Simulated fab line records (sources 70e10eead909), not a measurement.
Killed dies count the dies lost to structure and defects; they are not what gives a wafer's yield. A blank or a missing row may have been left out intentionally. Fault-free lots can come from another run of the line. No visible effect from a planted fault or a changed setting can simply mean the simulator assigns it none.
fab line records	flow nand-harc	part 1 of 2: steps 1 to 4 of 6
[record] lots = 22	wafers = 66	last-day = 24
route steps=1159 shown A_CONTACT@840
lots with no fault: from the same line, run without faults
start-h: start of the lot's first displayed wafer, in hours after the record's first day	wait-h: hours elapsed since this lot's preceding step	" unchanged from the row above	L1.1+2: several wafers, shown together as one row	- no value present, or no start provided	* or withheld: withheld	< > ~ a bound
route shown NAME@n: a module of which the file shows steps, and the number in the route of the first	usual: the fault-free wafers' mean and standard deviation	same: alike in all rows	chamber/n: place in a boat	sites: the reading at each site	_std_site: the standard deviation of these	_edge_site: the outer-site mean with the inner-site mean subtracted	radius-mm: how far each site lies from the wafer's centre	mask NAME#n: copy n	behind: the tool/chamber that last shaped the wafer	hold: why the lot went on hold/how many hours it stayed there/how the hold came to an end	device: the n, p or np transistor that did not switch	end of line: tests of these same wafers at the route's end	a step given without rows: its recipe and nothing more	killed: the dies lost at the first sort to structure and to defects; this is not the yield of the wafer	map: dies across one wafer; x = killed, . = not, _ = none there
set.NAME: the setting the step ran with; set.NAME@STEP: the setting that earlier step ran with	model.NAME: the simulator's own value behind a step, which no gauge read
steps of the route over a sample of lots; a table a step, a row a wafer
services: from which hour (start-h, from the record's first day; less than 0 if before it) a tool's chamber was out of use, for how many hours, and why
[[steps]]
[step NHARC_A_CONTACT_DEP_24]
[recipe] target-thk-a = 5000	temp-c = 400	pressure-torr = 6.5	rf-w = 900	teos-flow-sccm = 161.4	flow-sccm = 2650	target-thk-nm = 500	gas = O2	material = SiO2
[usual] heater-power-outer-w = 297/64	heater-power-w = 573/86	showerhead-vpp-V = 1828/150	throttle-valve-pct = 16.1/0.53
lot.wafer	tool	chamber	start-h	wait-h	heater-power-outer-w	heater-power-w	showerhead-vpp-V	throttle-valve-pct
L074.3	pecvd-02	1	372.50	0.1	373	677	1756	15.9
L074.2	"	0	"	"	327	616	2066	16.2
L074.4	"	0	"	"	345	657	2064	16.4
L075.3	pecvd-04	2	374.90	0.2	214	474	1912	16.1
L075.6	"	0	"	"	203	446	2041	16.1
L075.4	"	2	"	"	231	496	1869	15.9
L076.1	pecvd-02	1	380.37	0.1	343	623	1734	16.4
L076.5	"	2	"	"	315	573	1666	15.8
L076.6	"	0	"	"	313	608	2057	16.3
L079.2	pecvd-03	2	380.39	0.1	381	667	1868	15.4
L079.1	"	1	"	"	247	529	1701	17.2
L079.6	"	2	"	"	265	514	1902	15.3
L081.2	pecvd-02	1	389.18	0.1	357	663	1702	16.3
L081.1	"	0	"	"	359	660	2091	16.4
L081.6	"	0	"	"	368	676	2057	16.2
L077.1	pecvd-04	2	393.45	0.1	242	510	1895	15.8
L077.5	"	2	"	"	252	521	1890	15.7
L077.6	"	0	"	"	301	598	2066	16.1
L080.1	pecvd-04	2	397.83	0.1	199	464	1891	15.6
L080.3	"	0	"	"	228	498	2052	15.8
L080.6	"	2	"	"	221	490	1912	15.9
L078.2	pecvd-03	1	398.14	0.1	201	446	1666	17.1
L078.1	"	0	"	"	321	607	1854	16.2
L078.4	"	2	"	"	314	568	1848	15.4
L082.2	pecvd-02	1	421.97	0.1	367	670	1740	16.1
L082.3	"	0	"	"	359	668	2070	16.0
L082.6	"	0	"	"	255	536	2094	16.2
L084.1	pecvd-02	2	430.02	0.1	289	533	1658	15.8
L084.2	"	0	"	"	364	659	2066	16.3
L084.5	"	1	"	"	361	674	1714	16.3
L086.1	pecvd-03	0	431.36	0.1	342	660	1879	16.1
L086.5	"	0	"	"	357	681	1852	16.1
L086.6	"	1	"	"	151	381	1665	17.4
L085.1	pecvd-03	1	434.41	0.2	233	506	1691	17.3
L085.6	"	2	"	"	379	667	1871	15.3
L085.4	"	1	"	"	246	501	1681	17.3
L083.1	pecvd-03	1	435.67	0.1	223	473	1691	17.3
L083.3	"	2	"	"	385	678	1876	15.7
L083.6	"	0	"	"	323	629	1851	16.0
L088.2	pecvd-03	1	440.11	0.1	213	458	1661	17.4
L088.3	"	2	"	"	400	664	1853	15.5
L088.6	"	2	"	"	261	511	1843	15.4
L087.1	pecvd-03	1	447.97	0.1	251	524	1692	17.3
L087.3	"	2	"	"	298	546	1851	15.5
L087.4	"	2	"	"	317	600	1850	15.3
L090.4	pecvd-02	1	461.13	0.3	386	668	1706	16.2
L090.5	"	2	"	"	330	595	1656	16.1
L090.6	"	0	"	"	332	622	2055	16.4
L092.6	pecvd-03	1	472.53	0.2	201	444	1663	17.4
L092.5	"	2	"	"	349	631	1842	15.6
L092.4	"	0	"	"	316	619	1860	16.0
L093.1	pecvd-02	0	472.61	0.1	319	611	2103	16.4
L093.3	"	1	"	"	378	675	1734	16.3
L093.4	"	1	"	"	254	530	1728	16.2
L091.3	pecvd-04	0	477.28	0.1	283	595	2067	16.1
L091.1	"	1	"	"	230	452	1805	16.3
L091.4	"	0	"	"	300	595	2086	16.2
L094.6	pecvd-02	2	477.92	0.3	353	642	1654	16.0
L094.5	"	0	"	"	370	665	2055	16.4
L094.4	"	1	"	"	266	525	1722	16.2
L096.3	pecvd-04	1	506.54	0.1	224	442	1826	16.2
L096.4	"	0	"	"	235	517	2072	16.3
L096.6	"	1	"	"	240	467	1790	16.2
L097.2	pecvd-02	2	509.69	0.1	354	622	1646	15.6
L097.1	"	0	"	"	372	685	2059	16.8
L097.4	"	1	"	"	349	643	1719	16.3
[step NHARC_A_CONTACT_DEP_29]
[recipe] target-thk-a = 700	target-thk-nm = 70	temp-c = 400	pressure-torr = 3.5	flow-sccm = 200	rf-w = 350	material = SiON
[usual] heater-power-outer-w = 410/53	heater-power-w = 724/75	showerhead-vpp-V = 1164/91
lot.wafer	tool	chamber	start-h	wait-h	heater-power-outer-w	heater-power-w	showerhead-vpp-V
L074.2	pecvd-02	1	375.34	1.5	492	839	1056
L074.3	"	0	"	"	484	809	1292
L074.4	"	1	"	"	489	835	1075
L075.3	pecvd-02	2	378.13	1.1	451	773	1033
L075.4	"	0	"	"	445	785	1305
L075.6	"	1	"	"	484	827	1071
L076.1	pecvd-02	0	383.37	2.0	456	787	1300
L076.5	"	2	"	"	470	782	1014
L076.6	"	0	"	"	458	786	1290
L079.2	pecvd-03	2	383.45	1.5	510	831	1159
L079.1	"	1	"	"	341	608	1036
L079.6	"	1	"	"	328	628	1041
L081.2	pecvd-03	2	395.08	1.6	423	704	1154
L081.1	"	1	"	"	324	609	1041
L081.6	"	0	"	"	388	726	1156
L077.1	pecvd-04	0	398.59	1.9	408	741	1262
L077.6	"	0	"	"	412	728	1281
L077.5	"	1	"	"	366	668	1139
L080.1	pecvd-04	1	400.80	1.9	372	640	1153
L080.3	"	2	"	"	403	755	1170
L080.6	"	1	"	"	368	646	1139
L078.1	pecvd-04	2	401.93	1.9	414	742	1181
L078.2	"	0	"	"	378	701	1289
L078.4	"	2	"	"	413	739	1180
L082.3	pecvd-04	1	425.02	1.3	332	583	1153
L082.2	"	0	"	"	417	761	1286
L082.6	"	1	"	"	327	576	1150
L084.1	pecvd-04	1	433.34	2.4	332	592	1144
L084.2	"	2	"	"	374	693	1165
L084.5	"	1	"	"	330	607	1156
L086.1	pecvd-04	1	434.73	1.9	403	676	1131
L086.5	"	1	"	"	296	539	1136
L086.6	"	2	"	"	366	684	1183
L085.1	pecvd-02	2	437.12	1.9	466	761	1017
L085.4	"	2	"	"	463	746	1017
L085.6	"	0	"	"	466	819	1282
L083.1	pecvd-03	1	438.45	1.9	371	660	1039
L083.3	"	0	"	"	457	827	1179
L083.6	"	2	"	"	486	775	1168
L088.2	pecvd-02	0	442.96	1.5	449	786	1311
L088.3	"	1	"	"	503	854	1075
L088.6	"	0	"	"	451	780	1304
L087.3	pecvd-04	0	451.36	1.2	377	686	1285
L087.1	"	1	"	"	354	610	1152
L087.4	"	1	"	"	354	629	1134
L090.6	pecvd-04	0	463.89	0.1	425	770	1283
L090.4	"	1	"	"	373	667	1148
L090.5	"	2	"	"	334	645	1171
L092.5	pecvd-02	2	475.39	0.5	449	769	997
L092.6	"	0	"	"	447	772	1293
L092.4	"	1	"	"	421	738	1075
L093.1	pecvd-04	2	476.69	1.8	337	662	1177
L093.3	"	0	"	"	437	772	1283
L093.4	"	0	"	"	424	792	1307
L091.3	pecvd-02	1	481.32	1.1	487	813	1071
L091.1	"	0	"	"	416	737	1308
L091.4	"	0	"	"	428	745	1290
L094.4	pecvd-04	1	484.51	0.8	391	665	1140
L094.5	"	2	"	"	322	627	1197
L094.6	"	0	"	"	354	695	1283
L096.3	pecvd-03	1	509.29	1.1	381	684	1042
L096.4	"	2	"	"	472	763	1161
L096.6	"	0	"	"	467	806	1142
L097.2	pecvd-04	0	513.37	1.5	408	739	1274
L097.1	"	1	"	"	312	553	1113
L097.4	"	2	"	"	407	714	1175
[step NHARC_A_CONTACT_ETCH_49]
[recipe] target-depth-a = 2600	over-etch-frac = 0.3	time-s = 475.3	ion-energy-ev = 200	n2-flow-sccm = 150	h2-flow-sccm = 150	ar-flow-sccm = 0	rf-w = 400	bias-w = 150	chemistry = N2/H2
[usual] bias-w = 149.9/0.42	drypump-motor-current-A = 5.7/0.41	mfc-ar-sccm = 0.008/0.012	oes-product-au = 0.999/0.011	rf-vpp-V = 429.5/2.5	showerhead-plenum-p-Torr = 2.00/0.081	throttle-valve-pct = 14.171/0.0091
lot.wafer	tool	chamber	start-h	wait-h	bias-w	drypump-motor-current-A	mfc-ar-sccm	oes-product-au	rf-hours-counter-h	rf-vpp-V	showerhead-plenum-p-Torr	throttle-valve-pct
L074.2	rie-diel-01	0	-	-	149.4	6.7	0.010	1.018	20	426.2	1.89	14.170
L074.3	"	2	"	"	149.6	6.0	0	0.999	18	432.1	2.09	14.174
L074.4	"	3	"	"	150.3	5.4	0.026	0.988	21	429.0	2.00	14.179
L075.4	rie-diel-13	0	-	-	149.8	5.2	0	0.997	15	426.0	1.93	14.168
L075.3	"	2	"	"	149.5	6.0	0	1.010	15	427.4	1.95	14.167
L075.6	"	3	"	"	149.6	5.9	0.013	0.999	-	432.1	2.09	14.174
L076.1	rie-diel-13	1	-	-	150.1	5.5	0	1.009	16	427.6	1.94	14.171
L076.6	"	3	"	"	149.5	6.0	0.013	1.014	-	433.4	2.09	14.188
L076.5	"	0	"	"	149.4	5.2	0	1.001	-	427.9	1.93	14.168
L079.1	rie-diel-13	0	-	-	149.8	5.2	0	1.004	16	427.4	1.93	14.168
L079.2	"	1	"	"	149.5	5.5	0	0.989	16	429.4	1.94	14.172
L079.6	"	3	"	"	150.1	6.0	0.013	1.009	-	432.2	2.09	14.166
L081.2	rie-diel-13	0	-	-	149.5	5.2	0	0.992	18	426.3	1.93	14.165
L081.1	"	1	"	"	149.7	5.5	0	0.980	19	427.5	1.94	14.167
L081.6	"	0	"	"	150.1	5.2	0	0.992	-	429.2	1.93	14.153
L077.1	rie-diel-07	0	-	-	150.4	5.7	0.013	1.010	53	433.8	2.17	14.181
L077.6	"	3	"	"	150.3	5.3	0	1.004	-	430.1	2.00	14.165
L077.5	"	0	"	"	150.0	5.8	0.013	1.012	-	434.1	2.17	14.168
L080.1	rie-diel-07	0	-	-	150.4	5.8	0.013	1.005	55	434.9	2.17	14.174
L080.3	"	1	"	"	149.8	5.6	0.045	1.004	57	430.5	2.01	14.165
L080.6	"	3	"	"	150.5	5.3	0	0.988	-	428.4	2.00	14.182
L078.4	rie-diel-07	3	-	-	149.1	5.3	0	1.001	62	430.8	2.00	14.161
L078.2	"	0	"	"	150.4	5.8	0.013	0.998	55	434.0	2.17	14.176
L078.1	"	1	"	"	149.9	5.6	0.045	1.003	57	429.2	2.01	14.172
L082.2	rie-diel-01	1	-	-	149.5	5.1	0	0.986	30	425.5	1.91	14.179
L082.3	"	2	"	"	149.3	6.0	0	0.992	36	431.3	2.08	14.158
L082.6	"	0	"	"	150.2	6.7	0.010	1.000	-	426.4	1.88	14.169
L084.2	rie-diel-13	3	-	-	150.2	6.0	0.013	1.012	24	431.8	2.09	14.183
L084.1	"	1	"	"	150.3	5.5	0	0.996	25	427.3	1.94	14.160
L084.5	"	3	"	"	149.3	6.0	0.013	1.016	-	432.6	2.09	14.175
L086.1	rie-diel-13	2	-	-	150.4	6.0	0	1.013	24	428.8	1.95	14.180
L086.6	"	0	"	"	149.6	5.2	0	0.983	-	428.4	1.92	14.179
L086.5	"	1	"	"	150.5	5.4	0	0.977	-	427.9	1.94	14.158
L085.4	rie-diel-13	1	-	-	149.9	5.4	0	0.999	27	426.7	1.94	14.174
L085.1	"	2	"	"	150.4	5.9	0	1.021	25	428.6	1.95	14.166
L085.6	"	2	"	"	149.9	6.0	0	1.013	-	428.8	1.95	14.173
L083.3	rie-diel-07	2	-	-	150.3	5.9	0	1.005	5	432.3	2.04	14.166
L083.1	"	0	"	"	150.5	5.7	0.013	0.991	5	435.1	2.17	14.176
L083.6	"	2	"	"	149.5	5.9	0	0.999	-	430.7	2.04	14.173
L088.2	rie-diel-01	0	-	-	150.4	6.7	0.010	1.003	47	424.7	1.88	14.180
L088.3	"	1	"	"	151.1	5.1	0	0.981	39	425.2	1.91	14.172
L088.6	"	2	"	"	149.6	6.0	0	1.003	-	432.3	2.08	14.168
L087.4	rie-diel-13	2	-	-	149.1	6.0	0	1.013	29	427.8	1.95	14.165
L087.3	"	3	"	"	149.8	6.0	0.013	1.009	29	432.5	2.09	14.161
L087.1	"	1	"	"	150.2	5.5	0	0.982	31	427.4	1.94	14.166
L090.4	rie-diel-01	0	-	-	149.8	6.7	0.010	1.015	55	424.9	1.88	14.189
L090.5	"	1	"	"	150.1	5.1	0	1.006	-	427.0	1.91	14.181
L090.6	"	2	"	"	150.6	6.0	0	0.999	-	432.1	2.08	14.177
L092.4	rie-diel-13	3	-	-	150.4	6.0	0.013	0.996	2	431.5	2.09	14.177
L092.5	"	3	"	"	149.9	5.9	0.013	1.003	-	433.7	2.09	14.161
L092.6	"	0	"	"	149.7	5.2	0	1.000	-	426.0	1.92	14.143
L093.4	rie-diel-07	0	-	-	150.3	5.8	0.013	1.007	20	434.2	2.17	14.157
L093.1	"	1	"	"	150.5	5.6	0.045	0.989	19	429.0	2.00	14.151
L093.3	"	2	"	"	149.3	5.9	0	1.003	18	430.1	2.03	14.169
L091.4	rie-diel-13	2	-	-	149.8	6.0	0	1.007	3	429.4	1.95	14.168
L091.3	"	3	"	"	150.3	6.0	0.013	1.006	4	432.6	2.08	14.169
L091.1	"	0	"	"	150.3	5.2	0	1.009	4	426.4	1.92	14.161
L094.4	rie-diel-01	0	-	-	149.9	6.7	0.010	0.988	64	426.0	1.87	14.175
L094.5	"	3	"	"	150.0	5.4	0.026	0.979	-	428.7	1.98	14.186
L094.6	"	0	"	"	150.0	6.7	0.010	1.003	-	426.1	1.87	14.186
L096.3	rie-diel-01	2	-	-	150.5	6.0	0	1.000	2	432.1	2.07	14.162
L096.4	"	0	"	"	150.1	6.7	0.010	1.011	2	435.5	2.22	14.171
L096.6	"	2	"	"	150.0	6.0	0	1.005	-	431.5	2.07	14.171
L097.2	rie-diel-13	3	-	-	151.0	6.0	0.013	0.992	8	432.1	2.08	14.156
L097.1	"	0	"	"	149.7	5.2	0	1.012	9	428.3	1.92	14.173
L097.4	"	1	"	"	149.5	5.4	0	1.000	9	428.3	1.94	14.176
[step NHARC_A_CONTACT_ETCH_122]
[recipe] source-w = withheld	pressure-mtorr = 20	bias-v = 3000	time-s = 95	target-depth-a = 9300	ar-flow-sccm = withheld	c4f8-flow-sccm = withheld	o2-flow-sccm = withheld	chemistry = C4F8/O2/Ar
lot.wafer	tool	chamber	start-h	wait-h	rf-hours-counter-h
L074.2	har-cap-etch-02	1	378.67	0.1	10
L074.3	"	1	"	"	-
L074.4	"	0	"	"	-
L075.3	har-cap-etch-03	0	381.32	0.1	-
L075.4	"	1	"	"	-
L075.6	"	1	"	"	-
L076.1	har-cap-etch-02	0	386.79	0.1	12
L076.6	"	1	"	"	-
L076.5	"	0	"	"	-
L079.1	har-cap-etch-03	0	387.25	0.1	81
L079.2	"	1	"	"	81
L079.6	"	0	"	"	-
L081.1	har-cap-etch-03	1	398.44	0.1	84
L081.2	"	0	"	"	84
L081.6	"	0	"	"	-
L077.1	har-cap-etch-01	1	401.74	0.1	63
L077.6	"	1	"	"	-
L077.5	"	0	"	"	-
L080.1	har-cap-etch-01	1	404.08	0.1	64
L080.3	"	1	"	"	-
L080.6	"	1	"	"	-
L078.2	har-cap-etch-02	0	405.21	0.1	15
L078.1	"	1	"	"	15
L078.4	"	0	"	"	-
L082.2	har-cap-etch-02	1	428.17	0.1	18
L082.3	"	0	"	"	-
L082.6	"	1	"	"	-
L084.1	har-cap-etch-03	1	436.49	0.1	89
L084.2	"	0	"	"	89
L084.5	"	1	"	"	-
L086.1	har-cap-etch-02	1	438.08	0.1	19
L086.5	"	0	"	"	-
L086.6	"	1	"	"	-
L085.1	har-cap-etch-01	1	440.37	0.1	69
L085.4	"	1	"	"	-
L085.6	"	1	"	"	-
L083.1	har-cap-etch-02	1	441.98	0.1	21
L083.3	"	0	"	"	-
L083.6	"	1	"	"	-
L088.2	har-cap-etch-02	0	446.69	0.1	22
L088.3	"	1	"	"	-
L088.6	"	1	"	"	-
L087.1	har-cap-etch-02	1	454.64	0.1	24
L087.3	"	0	"	"	-
L087.4	"	1	"	"	-
L090.4	har-cap-etch-01	1	467.31	0.1	-
L090.5	"	0	"	"	-
L090.6	"	1	"	"	-
L092.4	har-cap-etch-03	1	478.86	0.1	-
L092.5	"	1	"	"	-
L092.6	"	0	"	"	-
L093.1	har-cap-etch-02	1	480.03	0.1	28
L093.4	"	0	"	"	-
L093.3	"	1	"	"	-
L091.1	har-cap-etch-03	0	484.77	0.1	98
L091.3	"	0	"	"	-
L091.4	"	1	"	"	-
L094.4	har-cap-etch-02	0	487.73	0.1	-
L094.6	"	1	"	"	-
L094.5	"	0	"	"	-
L096.4	har-cap-etch-02	0	512.59	0.1	-
L096.3	"	1	"	"	-
L096.6	"	1	"	"	-
L097.2	har-cap-etch-01	1	517.25	0.1	84
L097.1	"	0	"	"	84
L097.4	"	0	"	"	-
